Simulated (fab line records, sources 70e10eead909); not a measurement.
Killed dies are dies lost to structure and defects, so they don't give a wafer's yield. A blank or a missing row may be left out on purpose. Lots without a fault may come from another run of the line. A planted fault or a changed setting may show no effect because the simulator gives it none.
Which tool did it? | flow nand_harc | 12 lots, 36 wafers sampled, at 5 steps of a route of 1302

WHAT THE GAUGES READ, wafer by wafer
NHARC_THIN_TSV_THK_MEAS_02: measures by ir. Usual: thk_nm 2947 nm, standard deviation 220.
lot  | measured     | on            | thk_nm (nm)    | flag
L112 | day 24 13:41 | film_metro-01 | 2861 2983 2752 |
L115 | day 24 14:53 | film_metro-01 | 3315 3017 3179 |
L117 | day 26 09:47 | film_metro-02 | 2921 2480 3041 |
L120 | day 26 10:59 | film_metro-01 | 3088 2814 2877 |
L118 | day 26 15:56 | film_metro-01 | 2567 2921 2746 |
L121 | day 27 10:52 | film_metro-01 | 3109 3192 3096 |
L122 | day 27 16:51 | film_metro-01 | 2783 2820 2968 |
L123 | day 27 22:26 | film_metro-01 | 2606 2660 2703 |
L124 | day 28 17:59 | film_metro-02 | 2766 2793 3019 |
L129 | day 31 06:01 | film_metro-01 | 3403 3324 3218 |
L133 | day 32 11:33 | film_metro-02 | 3023 2778 3090 |
L134 | day 33 03:15 | film_metro-01 | 2743 2907 3271 |

NHARC_END_SORT_01. Usual: defect_limited_yield 92.0 %, standard deviation 2.4; killed_at_array 50, standard deviation 16; killed_at_other 0.8, standard deviation 1; killed_at_periphery 4, standard deviation 3.1; killed_dies 54, standard deviation 16; killed_open 3.2, standard deviation 2; killed_short 2.5, standard deviation 1.6; sort_bin_2_pct 2.8 %, standard deviation 1; sort_bin_3_pct 0.6 %, standard deviation 0.35; sort_bin_4_pct 4.6 %, standard deviation 1.4; sort_n_pass 623, standard deviation 16; sort_rim_yield_pct 90 %, standard deviation 4.3; sort_yield_pct 92.0 %, standard deviation 2.4.
lot  | measured     | on        | defect_limited_yield (%) | killed_at_array | killed_at_other | killed_at_periphery | killed_dies | killed_open | killed_short | sort_bin_2_pct (%) | sort_bin_3_pct (%) | sort_bin_4_pct (%) | sort_n_pass | sort_rim_yield_pct (%) | sort_yield_pct (%) | flag
L112 | day 25 04:41 | prober-01 | 95.7 96.2 96.6           | 27 25 19        | 0 0 0           | 2 1 4               | 29 26 23    | 6 4 6       | 5 4 1        | 1.8 1.0 0.6        | 0.1 0 0            | 2.4 2.8 2.8        | 648 651 654 | 97 96 92               | 95.7 96.2 96.6     |
L133 | day 33 07:14 | prober-01 | 92.0 92.6 92.0           | 46 45 46        | 2 3 2           | 6 2 6               | 54 50 54    | 5 3 7       | 2 1 5        | 3.8 2.4 3.0        | 0.4 0.4 0.4        | 3.7 4.6 4.6        | 623 627 623 | 91 89 89               | 92.0 92.6 92.0     |

WHICH TOOL RAN EACH LOT (tool, then ch and the chambers of the sampled wafers, then the start)
lot  | NHARC_A_BONDPAD_DEGAS_25     | NHARC_THIN_TSV_EXPOSE_09          | NHARC_THIN_TSV_DESCUM_14
L112 | pvd_sputter-03, day 24 01:32 | krf_scanner-03 ch 0, day 24 14:35 | rie_diel-10 ch 2,3, day 24 14:55
L115 | pvd_sputter-03, day 24 02:10 | krf_scanner-02 ch 0, day 24 15:47 | rie_diel-10 ch 2,3, day 24 16:07
L117 | pvd_sputter-02, day 25 20:40 | krf_scanner-04 ch 0, day 26 10:42 | rie_diel-08 ch 0,2,3, day 26 11:02
L120 | pvd_sputter-03, day 25 22:25 | krf_scanner-04 ch 0, day 26 11:44 | rie_diel-08 ch 1,2, day 26 12:04
L118 | pvd_sputter-03, day 26 00:26 | krf_scanner-04 ch 0, day 26 16:42 | rie_diel-08 ch 0,1,2, day 26 17:01
L121 | pvd_sputter-01, day 26 21:54 | krf_scanner-04 ch 0, day 27 11:46 | rie_diel-11 ch 2,3, day 27 12:05
L122 | pvd_sputter-01, day 27 04:04 | krf_scanner-02 ch 0, day 27 17:46 | rie_diel-08 ch 1,3, day 27 18:05
L123 | pvd_sputter-02, day 27 09:57 | krf_scanner-03 ch 0, day 27 23:28 | rie_diel-10 ch 2,3, day 27 23:47
L124 | pvd_sputter-01, day 28 05:10 | krf_scanner-03 ch 0, day 28 18:46 | rie_diel-10 ch 0,1,3, day 28 19:05
L129 | pvd_sputter-01, day 30 18:52 | krf_scanner-04 ch 0, day 31 06:58 | rie_diel-10 ch 0,1,2, day 31 07:17
L133 | pvd_sputter-03, day 31 18:31 | krf_scanner-04 ch 0, day 32 12:27 | rie_diel-10 ch 0,2,3, day 32 12:46
L134 | pvd_sputter-02, day 32 14:30 | krf_scanner-02 ch 0, day 33 04:10 | rie_diel-08 ch 0,1, day 33 04:28
- NHARC_A_BONDPAD_DEGAS_25: time 60 s.
- NHARC_THIN_TSV_EXPOSE_09: exposes mask TSV.
- NHARC_THIN_TSV_DESCUM_14: chemistry O2, time 3 s.

WHAT THE TOOLS THEMSELVES READ (means of the sampled wafers that have a number; where no wafer has one, the mark that the record gives instead)
NHARC_A_BONDPAD_DEGAS_25. Usual: heater_power_w 464 W, standard deviation 28.
lot  | tool           | heater_power_w (W) | flag
L112 | pvd_sputter-03 | 467                |
L115 | pvd_sputter-03 | 445                |
L117 | pvd_sputter-02 | 470                |
L120 | pvd_sputter-03 | 470                |
L118 | pvd_sputter-03 | 505                |
L121 | pvd_sputter-01 | 476                |
L122 | pvd_sputter-01 | 457                |
L123 | pvd_sputter-02 | 474                |
L124 | pvd_sputter-01 | 486                |
L129 | pvd_sputter-01 | 455                |
L133 | pvd_sputter-03 | 458                |
L134 | pvd_sputter-02 | 452                |

NHARC_THIN_TSV_EXPOSE_09. Usual: exposure_dose_mJ_cm2 30.702, standard deviation 0.029; focus_offset_nm 0.1 nm, standard deviation 0.52.
lot  | tool           | exposure_dose_mJ_cm2 | focus_offset_nm (nm) | flag
L112 | krf_scanner-03 | 30.707               | -0.1                 |
L115 | krf_scanner-02 | 30.664               | 0.2                  |
L117 | krf_scanner-04 | 30.728               | 1.1                  |
L120 | krf_scanner-04 | 30.705               | 0.1                  |
L118 | krf_scanner-04 | 30.667               | -0.1                 |
L121 | krf_scanner-04 | 30.712               | 0.4                  |
L122 | krf_scanner-02 | 30.685               | -0.2                 |
L123 | krf_scanner-03 | 30.761               | 0.4                  |
L124 | krf_scanner-03 | 30.701               | -0.5                 |
L129 | krf_scanner-04 | 27.968               | -0.6                 | OFF
L133 | krf_scanner-04 | 28.531               | 0.0                  | OFF
L134 | krf_scanner-02 | 30.707               | 1.1                  |

NHARC_THIN_TSV_DESCUM_14. Usual: drypump_motor_current_A 5.2 A, standard deviation 0.32; oes_product_au 1.003 a.u., standard deviation 0.01; rf_vpp_V 57.7 V, standard deviation 0.93; showerhead_plenum_p_Torr 1.88 Torr, standard deviation 0.054; throttle_valve_pct 11.311 %, standard deviation 0.0087.
lot  | tool        | drypump_motor_current_A (A) | oes_product_au (a.u.) | rf_vpp_V (V) | showerhead_plenum_p_Torr (Torr) | throttle_valve_pct (%) | flag
L112 | rie_diel-10 | 5.1                         | 0.982                 | 58.2         | 1.83                            | 11.315                 |
L115 | rie_diel-10 | 5.3                         | 0.988                 | 57.8         | 1.88                            | 11.309                 |
L117 | rie_diel-08 | 5.2                         | 1.011                 | 58.6         | 1.90                            | 11.317                 |
L120 | rie_diel-08 | 4.9                         | 1.011                 | 58.1         | 1.85                            | 11.309                 |
L118 | rie_diel-08 | 5.0                         | 1.006                 | 57.8         | 1.85                            | 11.309                 |
L121 | rie_diel-11 | 5.9                         | 1.006                 | 58.5         | 1.91                            | 11.311                 |
L122 | rie_diel-08 | 5.2                         | 1.010                 | 56.4         | 1.91                            | 11.315                 |
L123 | rie_diel-10 | 5.2                         | 1.000                 | 57.1         | 1.88                            | 11.308                 |
L124 | rie_diel-10 | 5.2                         | 1.004                 | 57.7         | 1.88                            | 11.319                 |
L129 | rie_diel-10 | 5.4                         | 1.000                 | 58.2         | 1.92                            | 11.311                 |
L133 | rie_diel-10 | 5.1                         | 1.005                 | 57.7         | 1.88                            | 11.309                 |
L134 | rie_diel-08 | 5.0                         | 1.004                 | 57.1         | 1.82                            | 11.314                 |

THE ANSWER, worked out from the rows above alone
Rule: a lot is off if the mean of its wafers that have a number lies more than 3 standard deviations from the usual mean. A lot without any number at a reading at which 4 lots or more have one is off too. The other lots that the step has rows for count as sound. The gauges are gone through in route order, then the tools' own readings, and for those a lot's mean is taken as printed above. The first step at which some lot is off is used, and at that step the reading that is off furthest; a lot without a number counts as furthest.
Off: L129, L133, at NHARC_THIN_TSV_EXPOSE_09 (exposure_dose_mJ_cm2).
A tool fits if, at that step or a process step before it, it ran every lot that is off, and no sound lot after the first of them. One fits: krf_scanner-04 at NHARC_THIN_TSV_EXPOSE_09. Its last sound lot is L121 (day 27 11:46), its first lot that is off L129 (day 31 06:58): a fault that began between those two fits.
The tool's own readings at NHARC_THIN_TSV_EXPOSE_09 bear it out: on the lots that are off they differ by more than 5 times the standard deviation of the sound lots' means. exposure_dose_mJ_cm2 reads 28.249 there against 30.704 on the sound lots.

WHAT THE SIMULATOR HAD PUT IN
Process parameter drift: krf_scanner-04, from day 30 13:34 on, at NHARC_THIN_TSV_EXPOSE_09. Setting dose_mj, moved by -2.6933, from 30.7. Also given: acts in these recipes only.
Lots struck among those shown: L129, L133. The rule above found the same.
